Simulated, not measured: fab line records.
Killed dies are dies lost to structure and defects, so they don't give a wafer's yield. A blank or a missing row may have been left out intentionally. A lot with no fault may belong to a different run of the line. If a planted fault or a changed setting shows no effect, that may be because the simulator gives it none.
fab line records	flow nand_harc
record: lots: 24	wafers: 72	last_day: 24
route steps=1159 shown A_STAIRCASE@738 A_SGD_CUT@764 A_SLIT@803 A_SIN_REMOVE@808 A_WL_FILL@814
lots that met no fault: from a run of the same line without faults
start_h: the number of hours between the record's first day and the start of the first shown wafer of the lot	wait_h: hours from the lot's prior step to this one	" as in the row above	L1.1+2: one row covering several wafers at once	- no value, or no start was given	* or withheld: withheld	< > ~ a bound
route shown NAME@n: a module of which the file shows steps, and the number in the route of the first	usual: mean/standard deviation taken from wafers without a fault	same: alike in all rows	chamber/n: place in a boat	sites: the reading at each site	_std_site: their standard deviation	_edge_site: inner sites' mean taken away from outer sites' mean	radius_mm: for every site, how far away it sits from the centre of the wafer	mask NAME#n: copy n	behind: the last tool/chamber to shape the wafer	hold: why the lot was held/for how many hours/how that ended	device: transistor that didn't switch, given as n, p or np	end of line: the tests these same wafers got at the end of their route	a step without rows: its recipe alone	killed: dies lost to structure and defects at the first sort, not the wafer's yield	map: the dies of a wafer, with x for killed, . for not killed, _ for no die there
set.NAME: setting as actually run; set.NAME@STEP: the setting as run at that earlier step	model.NAME: the simulator's own value behind a step, which no gauge read
the route's steps for a sample of lots (tables are steps, rows are wafers)
services: when a tool's chamber went out of use (start_h, in hours from the record's first day, below 0 if earlier), for how many hours, and the reason
== steps ==
step: NHARC_A_STAIRCASE_ETCHBACK_422
recipe: target_depth_a: 400	over_etch_frac: 0.3	time_s: 74.286	ion_energy_ev: 120	ch3f_flow_sccm: 50	o2_flow_sccm: 30	ar_flow_sccm: 200	rf_w: 500	bias_w: 100	chemistry: CH3F/O2
usual: drypump_motor_current_A: 5.7/0.56	oes_product_au: 0.96/0.037	rf_fwd_power_W: 496.0/1.6	rf_vpp_V: 244.7/1.7	showerhead_plenum_p_Torr: 2.48/0.11	throttle_valve_pct: 20.663/0.0082
same: over_etch_frac: 0.3
lot.wafer	tool	chamber	start_h	wait_h	drypump_motor_current_A	oes_product_au	rf_fwd_power_W	rf_hours_counter_h	rf_vpp_V	showerhead_plenum_p_Torr	throttle_valve_pct
L074.1	rie_diel-02	3	301.94	0.1	6.6	0.99	497.8	54	242.0	2.35	20.664
L074.5	"	3	"	"	6.6	0.99	496.6	-	241.2	2.35	20.682
L074.6	"	0	"	"	4.9	0.99	496.8	-	246.6	2.64	20.671
L075.4	rie_diel-02	3	302.09	0.1	6.6	0.92	497.7	54	242.5	2.35	20.663
L075.2	"	0	"	"	4.9	0.92	497.0	53	248.0	2.64	20.676
L075.1	"	2	"	"	6.5	0.93	494.6	44	246.7	2.51	20.655
L076.4	rie_diel-02	3	323.35	0.1	6.6	0.92	495.2	65	242.6	2.34	20.666
L076.3	"	0	"	"	4.9	0.94	494.6	58	247.9	2.64	20.659
L076.5	"	0	"	"	4.9	0.93	496.6	-	248.3	2.64	20.654
L077.2	rie_diel-02	1	323.74	0.2	5.2	0.98	494.7	51	242.7	2.32	20.658
L077.4	"	2	"	"	6.5	0.99	491.5	55	244.1	2.51	20.664
L077.3	"	3	"	"	6.6	0.99	496.9	65	243.5	2.34	20.662
L079.1	rie_diel-02	2	325.61	0.2	6.5	0.99	493.9	56	245.7	2.50	20.663
L079.4	"	1	"	"	5.2	0.99	492.9	52	242.5	2.32	20.659
L079.5	"	3	"	"	6.6	1.00	495.9	-	242.5	2.34	20.666
L078.2	rie_diel-01	3	334.46	0.2	5.0	0.99	496.3	6	245.7	2.51	20.659
L078.4	"	1	"	"	5.7	1.02	494.5	5	243.2	2.46	20.656
L078.5	"	3	"	"	5.0	1.00	497.5	-	244.0	2.51	20.662
L080.3	rie_diel-08	2	335.87	0.1	5.6	0.92	494.1	14	248.0	2.65	20.664
L080.5	"	1	"	"	5.2	0.93	494.0	-	243.3	2.40	20.671
L080.6	"	2	"	"	5.6	0.92	496.0	-	246.4	2.66	20.662
L081.3	rie_diel-08	1	349.95	0.2	5.2	1.01	493.6	21	244.2	2.40	20.652
L081.4	"	2	"	"	5.6	1.01	494.2	19	247.2	2.65	20.647
L081.6	"	0	"	"	5.6	0.99	496.7	-	244.7	2.50	20.650
L082.3	rie_diel-01	0	365.91	0.1	6.0	0.99	498.4	15	247.3	2.63	20.662
L082.2	"	1	"	"	5.6	1.02	495.0	15	245.0	2.46	20.660
L082.6	"	3	"	"	5.1	1.00	494.9	-	244.9	2.51	20.670
L083.2	rie_diel-01	0	366.56	0.1	6.0	0.99	495.8	15	245.5	2.63	20.670
L083.1	"	3	"	"	5.0	1.00	497.9	17	245.2	2.51	20.664
L083.5	"	0	"	"	6.0	1.00	496.5	-	246.7	2.63	20.667
L086.3	rie_diel-02	3	378.26	0.2	6.6	1.01	497.1	12	241.8	2.34	20.670
L086.2	"	0	"	"	4.9	1.01	497.3	12	246.7	2.63	20.680
L086.4	"	1	"	"	5.2	0.98	494.7	11	242.4	2.31	20.665
L084.2	rie_diel-01	2	388.63	0.2	5.6	0.91	496.5	23	243.9	2.42	20.671
L084.1	"	3	"	"	5.1	0.92	495.4	25	244.2	2.50	20.659
L084.5	"	2	"	"	5.5	0.91	496.0	-	244.2	2.42	20.662
L087.1	rie_diel-02	0	388.88	0.1	4.9	0.94	498.1	18	246.7	2.63	20.657
L087.2	"	1	"	"	5.3	0.92	493.8	16	241.8	2.31	20.679
L087.3	"	3	"	"	6.6	0.93	498.0	17	241.9	2.34	20.676
L085.4	rie_diel-01	0	390.52	0.1	6.0	0.91	497.4	24	246.3	2.63	20.667
L085.1	"	1	"	"	5.6	0.93	494.7	25	244.2	2.45	20.666
L085.3	"	2	"	"	5.6	0.92	495.8	24	244.7	2.42	20.668
L092.4	rie_diel-01	0	405.28	0.2	6.0	0.98	498.3	33	246.7	2.62	20.659
L092.2	"	1	"	"	5.6	1.01	497.4	33	244.7	2.45	20.658
L092.5	"	0	"	"	6.0	0.98	496.2	-	245.7	2.62	20.653
L088.2	rie_diel-01	2	405.56	0.2	5.5	0.91	493.3	30	244.1	2.42	20.659
L088.3	"	0	"	"	6.0	0.91	498.5	33	246.1	2.62	20.682
L088.6	"	2	"	"	5.6	0.90	496.4	-	243.6	2.42	20.664
L090.3	rie_diel-01	1	405.82	0.1	5.6	0.93	495.8	33	244.9	2.45	20.655
L090.2	"	0	"	"	6.0	0.92	495.9	33	247.0	2.62	20.642
L090.6	"	2	"	"	5.6	0.92	498.2	-	244.0	2.42	20.670
L089.2	rie_diel-02	3	406.87	0.2	6.6	1.02	493.9	21	242.3	2.33	20.669
L089.4	"	0	"	"	4.9	1.02	495.0	26	245.9	2.62	20.656
L089.5	"	2	"	"	6.5	0.99	493.3	-	246.2	2.50	20.667
L091.3	rie_diel-02	0	407.71	0.1	4.9	1.00	498.6	26	246.6	2.62	20.647
L091.4	"	2	"	"	6.5	0.97	494.8	24	245.6	2.49	20.678
L091.6	"	0	"	"	4.9	1.00	498.4	-	245.4	2.62	20.671
L093.2	rie_diel-08	0	410.57	0.1	5.5	0.93	492.8	42	245.5	2.49	20.663
L093.3	"	1	"	"	5.2	0.93	497.8	45	244.4	2.39	20.675
L093.5	"	0	"	"	5.5	0.92	497.1	-	246.2	2.49	20.659
L094.4	rie_diel-01	1	430.54	0.1	5.6	0.95	494.1	39	245.0	2.45	20.666
L094.1	"	2	"	"	5.6	0.92	495.8	36	243.8	2.41	20.663
L094.6	"	2	"	"	5.5	0.91	494.8	-	244.7	2.41	20.664
L095.1	rie_diel-02	1	431.10	0.1	5.2	0.98	493.7	31	242.0	2.31	20.665
L095.6	"	3	"	"	6.6	1.01	497.2	-	242.9	2.33	20.654
L095.4	"	0	"	"	4.9	1.01	495.8	-	246.6	2.62	20.666
L096.1	rie_diel-08	1	442.65	0.2	5.2	1.01	496.0	57	244.6	2.38	20.673
L096.4	"	2	"	"	5.6	0.99	496.6	55	247.3	2.64	20.652
L096.6	"	3	"	"	6.0	0.99	497.3	-	246.2	2.51	20.654
L097.1	rie_diel-08	3	442.91	0.1	6.0	0.92	497.3	52	245.2	2.51	20.663
L097.4	"	1	"	"	5.2	0.93	495.2	57	243.7	2.38	20.671
L097.6	"	3	"	"	6.0	0.93	498.1	-	245.2	2.51	20.661
step: NHARC_A_SGD_CUT_ETCH_15
recipe: target_depth_a: 750	time_s: 64.3	ch3f_flow_sccm: 50	o2_flow_sccm: 30	ar_flow_sccm: 200	rf_w: 500	bias_w: 100	chemistry: CH3F/O2
usual: drypump_motor_current_A: 5.53/0.23	oes_product_au: 0.961/0.015	rf_fwd_power_W: 495.4/2	rf_vpp_V: 264.3/1.8	showerhead_plenum_p_Torr: 2.49/0.11	throttle_valve_pct: 20.662/0.0089
lot.wafer	tool	chamber	start_h	wait_h	drypump_motor_current_A	oes_product_au	rf_fwd_power_W	rf_hours_counter_h	rf_vpp_V	showerhead_plenum_p_Torr	throttle_valve_pct
L074.1	rie_diel-11	2	-	-	5.59	0.941	494.5	11	261.5	2.35	20.664
L074.5	"	0	"	"	5.36	0.977	495.5	-	263.3	2.33	20.663
L074.6	"	1	"	"	5.50	0.967	490.3	-	263.7	2.45	20.651
L075.4	rie_diel-06	0	-	-	5.18	0.963	494.2	4	264.1	2.54	20.656
L075.2	"	1	"	"	5.85	0.948	492.0	3	266.5	2.64	20.674
L075.1	"	2	"	"	5.35	0.935	493.2	3	263.3	2.43	20.678
L076.3	rie_diel-06	3	-	-	5.35	0.942	497.3	4	264.5	2.59	20.661
L076.4	"	1	"	"	5.84	0.956	492.3	5	266.6	2.64	20.654
L076.5	"	3	"	"	5.35	0.944	498.2	-	266.3	2.59	20.661
L077.4	rie_diel-09	1	-	-	5.74	0.981	494.9	5	267.5	2.63	20.653
L077.3	"	2	"	"	5.79	0.961	495.5	5	262.1	2.31	20.647
L077.2	"	0	"	"	5.38	0.969	498.0	6	263.2	2.49	20.674
L079.1	rie_diel-09	0	-	-	5.40	0.952	495.9	6	263.9	2.49	20.665
L079.4	"	3	"	"	5.53	0.982	498.5	6	262.4	2.34	20.658
L079.5	"	0	"	"	5.38	0.956	493.1	-	264.8	2.49	20.658
L078.4	rie_diel-09	1	-	-	5.71	0.936	494.9	7	266.8	2.62	20.657
L078.2	"	2	"	"	5.80	0.916	492.5	6	262.6	2.31	20.651
L078.5	"	1	"	"	5.73	0.929	494.6	-	265.8	2.62	20.650
L080.3	rie_diel-06	2	-	-	5.35	0.968	491.6	5	263.8	2.42	20.673
L080.6	"	1	"	"	5.84	0.967	494.0	-	264.8	2.64	20.660
L080.5	"	2	"	"	5.36	0.976	492.7	-	263.5	2.42	20.648
L081.3	rie_diel-09	1	-	-	5.75	0.964	494.7	8	266.2	2.62	20.659
L081.4	"	0	"	"	5.35	0.956	495.6	9	264.7	2.49	20.662
L081.6	"	2	"	"	5.80	0.989	494.9	-	261.9	2.31	20.672
L082.3	rie_diel-09	2	-	-	5.78	0.949	497.1	9	261.3	2.30	20.670
L082.2	"	0	"	"	5.42	0.964	496.9	10	264.0	2.49	20.658
L082.6	"	1	"	"	5.75	0.971	493.1	-	266.4	2.62	20.674
L083.1	rie_diel-06	2	-	-	5.37	0.987	497.0	7	262.4	2.42	20.654
L083.2	"	0	"	"	5.19	0.967	495.3	8	265.1	2.54	20.654
L083.5	"	1	"	"	5.84	0.955	491.8	-	266.0	2.64	20.659
L086.3	rie_diel-06	0	-	-	5.16	0.971	496.1	9	264.6	2.53	20.661
L086.4	"	2	"	"	5.35	0.960	495.9	8	262.2	2.42	20.677
L086.2	"	3	"	"	5.39	0.960	497.9	9	266.5	2.59	20.662
L084.1	rie_diel-09	1	-	-	5.72	0.968	494.4	11	265.1	2.62	20.658
L084.2	"	2	"	"	5.79	0.948	495.2	12	260.9	2.30	20.663
L084.5	"	1	"	"	5.73	0.954	493.8	-	266.1	2.62	20.654
L087.2	rie_diel-06	3	-	-	5.38	0.973	497.0	10	265.2	2.59	20.666
L087.3	"	0	"	"	5.19	0.965	495.2	9	264.1	2.53	20.658
L087.1	"	1	"	"	5.86	0.947	493.1	10	266.0	2.64	20.665
L085.3	rie_diel-06	0	-	-	5.16	0.964	494.6	10	265.4	2.53	20.675
L085.1	"	1	"	"	5.84	0.948	492.6	10	265.8	2.64	20.646
L085.4	"	2	"	"	5.34	0.974	495.3	9	262.5	2.42	20.648
L092.2	rie_diel-06	1	-	-	5.85	0.976	496.1	11	265.6	2.64	20.656
L092.4	"	2	"	"	5.41	0.973	497.3	10	264.0	2.42	20.654
L092.5	"	1	"	"	5.84	0.954	494.8	-	266.0	2.64	20.667
L088.3	rie_diel-11	1	-	-	5.48	0.943	495.0	4	263.4	2.44	20.658
L088.2	"	2	"	"	5.60	0.968	495.0	2	261.7	2.35	20.677
L088.6	"	1	"	"	5.50	0.961	494.4	-	263.6	2.44	20.659
L090.3	rie_diel-09	2	-	-	5.81	0.956	495.8	13	260.7	2.30	20.666
L090.2	"	0	"	"	5.37	0.965	498.4	14	265.5	2.49	20.657
L090.6	"	1	"	"	5.73	0.979	493.8	-	265.9	2.62	20.655
L089.4	rie_diel-06	3	-	-	5.35	0.957	498.1	11	267.5	2.59	20.684
L089.2	"	2	"	"	5.37	0.971	497.2	10	264.4	2.42	20.664
L089.5	"	3	"	"	5.35	0.962	499.0	-	265.6	2.59	20.671
L091.3	rie_diel-11	3	-	-	5.91	0.960	497.7	5	265.1	2.39	20.664
L091.4	"	0	"	"	5.40	0.975	496.4	4	262.6	2.33	20.663
L091.6	"	1	"	"	5.48	0.967	492.5	-	263.1	2.44	20.667
L093.2	rie_diel-11	2	-	-	5.64	0.960	492.5	3	263.2	2.35	20.669
L093.3	"	0	"	"	5.37	0.970	495.7	5	261.4	2.33	20.670
L093.5	"	2	"	"	5.61	0.963	493.1	-	261.2	2.35	20.668
L094.1	rie_diel-06	1	-	-	5.84	0.959	495.7	0	266.3	2.64	20.663
L094.6	"	1	"	"	5.84	0.953	495.9	-	267.3	2.64	20.670
L094.4	"	2	"	"	5.37	0.945	493.5	-	263.1	2.42	20.657
L095.4	rie_diel-06	0	-	-	5.19	1.003	494.7	1	265.2	2.53	20.672
L095.1	"	1	"	"	5.86	0.942	493.4	1	266.3	2.64	20.682
L095.6	"	3	"	"	5.36	0.930	499.5	-	265.1	2.59	20.651
L096.1	rie_diel-06	2	-	-	5.35	0.959	496.8	2	262.7	2.42	20.651
L096.4	"	1	"	"	5.86	0.972	492.3	2	265.6	2.64	20.659
L096.6	"	2	"	"	5.39	0.974	493.4	-	262.9	2.42	20.652
L097.1	rie_diel-11	3	-	-	5.90	0.965	497.3	8	263.2	2.39	20.653
L097.4	"	1	"	"	5.47	0.987	493.6	9	263.3	2.44	20.678
L097.6	"	2	"	"	5.59	0.968	496.2	-	261.3	2.34	20.652
step: NHARC_A_SGD_CUT_CMP_21
recipe: target_thk_nm: 148.19
usual: motor_current_A: 11.8/0.89	time_to_endpoint_s: 50.3/2.9
lot.wafer	tool	chamber	start_h	wait_h	motor_current_A	time_to_endpoint_s
L074.1	cmp-02	2	309.68	0.4	10.7	52.0
L074.5	"	2	"	"	10.5	49.8
L074.6	"	3	"	"	12.8	48.9
L075.2	cmp-03	2	309.69	0.4	11.7	48.0
L075.4	"	3	"	"	11.7	53.4
L075.1	"	0	"	"	11.9	42.6
L077.3	cmp-03	0	331.14	0.4	11.8	47.0
L077.4	"	1	"	"	12.3	52.4
L077.2	"	3	"	"	11.3	53.0
L079.4	cmp-01	2	331.16	0.4	10.6	46.9
L079.1	"	3	"	"	11.2	47.2
L079.5	"	3	"	"	10.9	48.3
L076.4	cmp-02	0	331.17	0.4	13.8	47.8
L076.3	"	1	"	"	11.7	52.8
L076.5	"	3	"	"	11.7	51.6
L078.2	cmp-02	1	344.92	0.4	11.7	51.4
L078.4	"	3	"	"	12.2	52.1
L078.5	"	1	"	"	11.6	53.5
L080.3	cmp-01	0	344.95	0.4	13.3	48.4
L080.6	"	2	"	"	10.7	46.0
L080.5	"	3	"	"	11.5	47.7
L081.3	cmp-03	2	357.95	0.4	12.4	50.8
L081.4	"	1	"	"	12.1	54.6
L081.6	"	2	"	"	11.3	50.7
L083.2	cmp-03	3	374.55	0.4	11.7	52.9
L083.1	"	1	"	"	11.6	53.7
L083.5	"	0	"	"	11.1	47.4
L082.3	cmp-02	3	374.59	0.4	11.3	54.3
L082.2	"	0	"	"	13.7	49.2
L082.6	"	2	"	"	10.7	52.3
L086.2	cmp-02	1	386.57	0.4	11.6	52.6
L086.4	"	2	"	"	10.7	52.9
L086.3	"	3	"	"	11.6	53.0
L087.3	cmp-03	3	397.98	0.4	11.1	51.2
L087.2	"	0	"	"	11.3	45.7
L087.1	"	2	"	"	11.7	47.7
L084.1	cmp-02	2	398.00	0.4	11.4	49.2
L084.2	"	3	"	"	12.0	50.5
L084.5	"	2	"	"	11.0	49.7
L085.3	cmp-02	2	398.12	0.5	10.8	51.4
L085.1	"	3	"	"	11.6	49.3
L085.4	"	0	"	"	13.4	44.6
L092.4	cmp-03	2	414.55	0.4	11.3	50.5
L092.2	"	3	"	"	10.9	52.9
L092.5	"	2	"	"	11.6	52.2
L088.2	cmp-02	3	414.57	0.4	12.0	50.3
L088.3	"	0	"	"	14.4	44.3
L088.6	"	2	"	"	10.5	46.3
L089.2	cmp-03	3	414.67	0.5	11.3	56.5
L089.4	"	2	"	"	11.8	53.2
L089.5	"	0	"	"	11.7	48.8
L090.3	cmp-02	0	414.70	0.5	13.5	48.1
L090.2	"	2	"	"	11.4	50.4
L090.6	"	3	"	"	11.8	51.0
L091.4	cmp-03	0	414.82	0.7	11.8	46.8
L091.3	"	1	"	"	11.8	53.0
L091.6	"	0	"	"	11.2	47.9
L093.3	cmp-02	0	423.28	0.4	14.0	45.3
L093.2	"	1	"	"	11.7	49.7
L093.5	"	3	"	"	12.2	49.2
L095.1	cmp-03	0	439.68	0.4	11.2	47.8
L095.4	"	2	"	"	11.7	55.0
L095.6	"	1	"	"	12.2	55.4
L094.4	cmp-01	1	439.73	0.4	11.2	53.1
L094.1	"	2	"	"	11.1	48.5
L094.6	"	0	"	"	13.0	50.5
L097.1	cmp-02	2	450.55	0.4	10.5	51.8
L097.4	"	0	"	"	14.4	48.7
L097.6	"	2	"	"	10.6	49.6
L096.4	cmp-01	0	450.57	0.4	13.3	47.0
L096.1	"	1	"	"	11.0	48.6
L096.6	"	3	"	"	11.5	45.5
step: NHARC_A_SLIT_CD_MEAS_21
usual: cd_nm: 289.8/0.9
lot.wafer	tool	chamber	start_h	wait_h	cd_nm
L074.1	cd_sem-01	-	326.19	-	288.3
L074.5	"	-	"	"	288.9
L074.6	"	-	"	"	288.0
L075.1	cd_sem-02	-	327.88	-	288.5
L075.2	"	-	"	"	287.4
L075.4	"	-	"	"	288.6
L077.2	cd_sem-03	-	340.42	-	289.5
L077.3	"	-	"	"	290.5
L077.4	"	-	"	"	289.2
L076.3	cd_sem-03	-	341.14	-	290.7
L076.4	"	-	"	"	290.2
L076.5	"	-	"	"	290.8
L079.1	cd_sem-02	-	342.14	-	289.7
L079.4	"	-	"	"	290.4
L079.5	"	-	"	"	290.4
L080.3	cd_sem-03	-	352.48	-	292.0
L080.5	"	-	"	"	290.6
L080.6	"	-	"	"	290.5
L078.2	cd_sem-02	-	359.13	-	291.2
L078.4	"	-	"	"	290.7
L078.5	"	-	"	"	290.8
L081.3	cd_sem-03	-	365.50	-	290.3
L081.4	"	-	"	"	291.2
L081.6	"	-	"	"	291.1
L082.2	cd_sem-03	-	382.20	-	288.6
L082.3	"	-	"	"	289.0
L082.6	"	-	"	"	288.5
L083.1	cd_sem-03	-	382.35	-	288.7
L083.2	"	-	"	"	289.3
L083.5	"	-	"	"	289.6
L086.2	cd_sem-02	-	394.08	-	290.8
L086.3	"	-	"	"	290.5
L086.4	"	-	"	"	290.8
L087.1	cd_sem-01	-	405.41	-	290.2
L087.2	"	-	"	"	290.4
L087.3	"	-	"	"	290.3
L084.1	cd_sem-03	-	406.41	-	291.3
L084.2	"	-	"	"	289.9
L084.5	"	-	"	"	290.9
L085.1	cd_sem-02	-	407.08	-	289.9
L085.3	"	-	"	"	291.5
L085.4	"	-	"	"	290.3
L088.2	cd_sem-01	-	422.37	-	290.6
L088.3	"	-	"	"	289.2
L088.6	"	-	"	"	289.7
L092.2	cd_sem-03	-	423.02	-	290.1
L092.4	"	-	"	"	290.7
L092.5	"	-	"	"	290.3
L089.2	cd_sem-01	-	424.09	-	290.3
L089.4	"	-	"	"	289.9
L089.5	"	-	"	"	290.1
L090.2	cd_sem-02	-	424.73	-	289.9
L090.3	"	-	"	"	289.9
L090.6	"	-	"	"	290.3
L091.3	cd_sem-03	-	425.77	-	289.1
L091.4	"	-	"	"	289.8
L091.6	"	-	"	"	289.9
L093.2	cd_sem-02	-	430.51	-	289.4
L093.3	"	-	"	"	290.1
L093.5	"	-	"	"	290.0
L094.1	cd_sem-01	-	450.18	-	289.2
L094.4	"	-	"	"	288.9
L094.6	"	-	"	"	290.1
L095.1	cd_sem-01	-	450.36	-	289.7
L095.4	"	-	"	"	289.5
L095.6	"	-	"	"	288.8
L096.1	cd_sem-01	-	457.98	-	288.9
L096.4	"	-	"	"	289.3
L096.6	"	-	"	"	288.9
L097.1	cd_sem-01	-	459.66	-	289.6
L097.4	"	-	"	"	289.2
L097.6	"	-	"	"	289.4
step: NHARC_A_SIN_REMOVE_INSPECT_04
usual: raw_defect_count: 298/80
lot.wafer	tool	chamber	start_h	wait_h	raw_defect_count
L075.1	defect_inspect-02	-	333.89	0.0	318
L075.2	"	-	"	"	308
L075.4	"	-	"	"	365
L074.1	defect_inspect-01	-	333.89	0.0	234
L074.5	"	-	"	"	203
L074.6	"	-	"	"	302
L076.3	defect_inspect-01	-	348.18	0.0	226
L076.4	"	-	"	"	231
L076.5	"	-	"	"	327
L079.1	defect_inspect-02	-	348.20	0.0	263
L079.4	"	-	"	"	222
L079.5	"	-	"	"	248
L077.2	defect_inspect-01	-	348.23	0.0	165
L077.3	"	-	"	"	273
L077.4	"	-	"	"	285
L080.3	defect_inspect-02	-	360.22	0.0	484
L080.5	"	-	"	"	362
L080.6	"	-	"	"	416
L078.2	defect_inspect-02	-	373.43	0.0	246
L078.4	"	-	"	"	238
L078.5	"	-	"	"	254
L081.3	defect_inspect-01	-	373.43	0.0	289
L081.4	"	-	"	"	292
L081.6	"	-	"	"	221
L082.2	defect_inspect-02	-	389.82	0.0	313
L082.3	"	-	"	"	344
L082.6	"	-	"	"	442
L083.1	defect_inspect-01	-	389.82	0.0	266
L083.2	"	-	"	"	241
L083.5	"	-	"	"	282
L086.2	defect_inspect-02	-	401.72	0.0	286
L086.3	"	-	"	"	317
L086.4	"	-	"	"	322
L087.1	defect_inspect-02	-	413.12	0.0	259
L087.2	"	-	"	"	352
L087.3	"	-	"	"	325
L084.1	defect_inspect-01	-	413.12	0.0	230
L084.2	"	-	"	"	311
L084.5	"	-	"	"	448
L085.1	defect_inspect-01	-	413.15	0.0	264
L085.3	"	-	"	"	359
L085.4	"	-	"	"	206
L092.2	defect_inspect-02	-	430.10	0.0	247
L092.4	"	-	"	"	363
L092.5	"	-	"	"	215
L088.2	defect_inspect-01	-	430.10	0.0	256
L088.3	"	-	"	"	214
L088.6	"	-	"	"	298
L090.2	defect_inspect-02	-	430.11	0.0	361
L090.3	"	-	"	"	346
L090.6	"	-	"	"	294
L089.2	defect_inspect-01	-	430.13	0.0	253
L089.4	"	-	"	"	169
L089.5	"	-	"	"	293
L091.3	defect_inspect-01	-	434.84	0.0	225
L091.4	"	-	"	"	187
L091.6	"	-	"	"	273
L093.2	defect_inspect-01	-	439.63	0.0	483
L093.3	"	-	"	"	370
L093.5	"	-	"	"	342
L094.1	defect_inspect-02	-	457.85	0.0	388
L094.4	"	-	"	"	388
L094.6	"	-	"	"	666
L095.1	defect_inspect-01	-	457.86	0.0	273
L095.4	"	-	"	"	379
L095.6	"	-	"	"	308
L097.1	defect_inspect-01	-	465.71	0.0	326
L097.4	"	-	"	"	320
L097.6	"	-	"	"	356
L096.1	defect_inspect-02	-	465.71	0.0	265
L096.4	"	-	"	"	268
L096.6	"	-	"	"	191
step: NHARC_A_WL_FILL_ETCHBACK_04
recipe: target_depth_a: 600	time_s: 120	chemistry: NF3
usual: drypump_motor_current_A: 5.6/0.32	oes_product_au: 0.999/0.0095
lot.wafer	tool	chamber	start_h	wait_h	drypump_motor_current_A	oes_product_au	rf_hours_counter_h
L075.2	rie_metal-02	0	338.45	2.4	6.0	1.009	2.8
L075.1	"	1	"	"	5.7	1.009	2.8
L075.4	"	0	"	"	6.0	1.006	-
L074.1	rie_metal-03	0	338.52	2.4	5.5	1.006	1.3
L074.5	"	1	"	"	5.0	0.990	-
L074.6	"	0	"	"	5.5	1.014	-
L076.3	rie_metal-03	0	353.64	2.0	5.5	1.000	-
L076.4	"	1	"	"	5.0	0.982	-
L076.5	"	1	"	"	4.9	1.008	-
L079.1	rie_metal-01	1	353.72	2.4	5.4	1.003	0.3
L079.4	"	1	"	"	5.4	1.004	-
L079.5	"	0	"	"	5.9	0.997	-
L077.2	rie_metal-01	0	356.40	2.4	5.8	0.993	0.5
L077.4	"	0	"	"	5.8	0.998	-
L077.3	"	1	"	"	5.4	1.009	-
L080.3	rie_metal-02	0	366.59	2.0	6.0	1.009	-
L080.6	"	0	"	"	6.0	1.005	-
L080.5	"	1	"	"	5.7	0.998	-
L081.3	rie_metal-01	1	381.92	2.0	5.4	1.001	-
L081.4	"	0	"	"	5.8	0.994	-
L081.6	"	1	"	"	5.4	0.999	-
L078.2	rie_metal-01	0	384.67	2.4	5.8	0.989	1.3
L078.4	"	1	"	"	5.3	0.996	-
L078.5	"	0	"	"	5.8	0.990	-
L082.2	rie_metal-03	1	395.71	2.9	4.9	0.994	2.7
L082.3	"	1	"	"	5.0	0.995	-
L082.6	"	0	"	"	5.5	1.020	-
L083.2	rie_metal-01	1	396.44	2.8	5.4	0.998	1.6
L083.1	"	0	"	"	5.8	0.996	1.6
L083.5	"	1	"	"	5.4	1.005	-
L086.2	rie_metal-02	0	411.48	4.3	6.0	1.002	0.2
L086.4	"	1	"	"	5.7	0.987	-
L086.3	"	0	"	"	5.9	1.015	-
L087.2	rie_metal-01	1	419.91	2.4	5.4	1.006	1.9
L087.1	"	0	"	"	5.8	0.995	1.9
L087.3	"	0	"	"	5.8	1.001	-
L084.2	rie_metal-02	1	419.91	2.4	5.7	0.986	0.5
L084.1	"	0	"	"	6.0	1.006	0.5
L084.5	"	0	"	"	6.0	1.001	-
L085.1	rie_metal-02	0	422.71	2.8	6.0	1.013	0.7
L085.3	"	1	"	"	5.7	0.985	-
L085.4	"	0	"	"	6.0	1.012	-
L088.2	rie_metal-02	0	434.71	2.8	6.0	1.001	1.0
L088.3	"	0	"	"	6.0	1.006	-
L088.6	"	1	"	"	5.7	0.980	-
L092.2	rie_metal-03	1	435.91	2.4	5.0	1.003	3.7
L092.4	"	1	"	"	4.9	0.992	-
L092.5	"	0	"	"	5.5	1.019	-
L090.2	rie_metal-02	1	437.50	2.3	5.7	0.986	1.2
L090.3	"	0	"	"	6.0	1.004	-
L090.6	"	0	"	"	6.0	1.006	-
L089.2	rie_metal-01	0	438.73	2.4	5.8	0.996	2.8
L089.4	"	0	"	"	5.8	0.994	-
L089.5	"	1	"	"	5.4	0.999	-
L091.3	rie_metal-01	0	441.64	1.5	5.8	1.000	-
L091.4	"	1	"	"	5.4	0.990	-
L091.6	"	1	"	"	5.4	1.001	-
L093.2	rie_metal-02	1	449.53	2.5	5.7	0.982	-
L093.3	"	1	"	"	5.7	0.982	-
L093.5	"	1	"	"	5.7	0.984	-
L094.1	rie_metal-01	1	466.00	2.8	5.4	0.990	3.6
L094.4	"	0	"	"	5.8	0.987	-
L094.6	"	0	"	"	5.8	0.975	-
L095.1	rie_metal-03	0	468.87	2.4	5.5	1.003	0.1
L095.4	"	0	"	"	5.5	0.993	-
L095.6	"	0	"	"	5.5	1.004	-
L097.1	rie_metal-02	1	470.00	2.4	5.7	0.986	2.5
L097.4	"	1	"	"	5.7	0.989	-
L097.6	"	0	"	"	6.0	1.014	-
L096.1	rie_metal-03	0	472.38	2.4	5.5	1.006	0.3
L096.4	"	0	"	"	5.5	1.016	-
L096.6	"	0	"	"	5.5	1.004	-
== services ==
tool	chamber	start_h	hours	kind
cmp-02	-	287.66	3.3	repair
cmp-03	-	296.20	6.5	repair
rie_diel-02	0	307.41	9.1	repair
cmp-03	-	314.16	0.2	repair
rie_diel-01	-	315.37	9.0	pm
rie_diel-02	-	327.83	9.0	pm
rie_metal-01	-	332.00	9.0	pm
cmp-02	-	337.91	0.6	repair
rie_diel-06	0	338.80	14.1	repair
cmp-02	-	339.34	4.0	pm
rie_diel-01	2	340.21	7.5	repair
cmp-03	-	352.00	4.0	pm
cmp-03	-	380.03	0.6	repair
cmp-03	-	384.73	7.1	repair
rie_diel-02	3	399.67	4.1	repair
rie_diel-06	-	418.20	9.0	pm
rie_diel-02	2	426.52	13.5	repair
rie_diel-06	0	432.96	1.4	repair
cmp-02	-	437.34	4.0	pm
rie_diel-06	1	448.11	5.5	repair
rie_diel-02	3	463.85	13.7	repair
cmp-02	-	466.17	0.7	repair
rie_diel-02	2	470.55	8.0	repair
cmp-02	-	471.35	1.4	repair
== key ==
fault none
